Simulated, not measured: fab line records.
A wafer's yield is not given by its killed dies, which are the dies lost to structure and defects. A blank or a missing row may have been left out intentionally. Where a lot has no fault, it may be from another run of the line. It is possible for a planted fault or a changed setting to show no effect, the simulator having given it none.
Chamber matching | flow nand_harc | NHARC_A_STAIRCASE_DEP_301 on pecvd-02: 3 sister chambers
The step deposits SiON, target thk 30 nm. 6 wafers are shown with their chamber, then 12 later ones without.

## WAFERS PAIRED WITH THEIR CHAMBERS
wafer  | chamber | heater_power_outer_w (W) | heater_power_w (W)
L085.1 | 0       | 504                      | 818
L086.2 | 1       | 345                      | 616
L086.3 | 0       | 571                      | 912
L087.2 | 2       | 526                      | 871
L087.5 | 2       | 539                      | 859
L087.6 | 1       | 431                      | 728

## WAFERS WITH NO CHAMBER GIVEN
wafer  | heater_power_outer_w (W) | heater_power_w (W)
L088.2 | 470                      | 760
L088.3 | 408                      | 701
L088.5 | 487                      | 804
L091.1 | 542                      | 865
L091.3 | 490                      | 828
L091.4 | 532                      | 878
L092.1 | 561                      | 921
L092.3 | 506                      | 828
L092.4 | 490                      | 838
L097.3 | 389                      | 687
L097.4 | 441                      | 789
L097.6 | 391                      | 688

## WHICH CHAMBER EACH WENT THROUGH
wafer  | from the rows above          | in truth
L088.2 | can't be placed: 2 or 0 or 1 | 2
L088.3 | 1                            | 1
L088.5 | can't be placed: 2 or 0 or 1 | 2
L091.1 | can't be placed: 0 or 2      | 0
L091.3 | can't be placed: 2 or 0      | 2
L091.4 | can't be placed: 2 or 0      | 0
L092.1 | can't be placed: 0 or 2      | 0
L092.3 | can't be placed: 2 or 0      | 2
L092.4 | can't be placed: 2 or 0      | 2
L097.3 | 1                            | 1
L097.4 | can't be placed: 1 or 2 or 0 | 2
L097.6 | 1                            | 1
3 of 12 placed correctly. Not placeable from these rows: 9 (in 9, the candidates include the true chamber). 0 placed wrongly.
How it was worked out, from the rows above alone: a wafer's distance from a chamber is the root of the sum, over the readings, of the square of ((its reading less the chamber's mean) divided by the reading's scatter). The wafer belongs to the nearest chamber; if the next one is less than 2 further off, it can't be placed. A chamber's mean is the mean of its shown wafers. How the scatter is found: for the shown wafers, subtract from each reading the mean of its chamber, square and add these, divide the total by (wafers less chambers), then take the root.
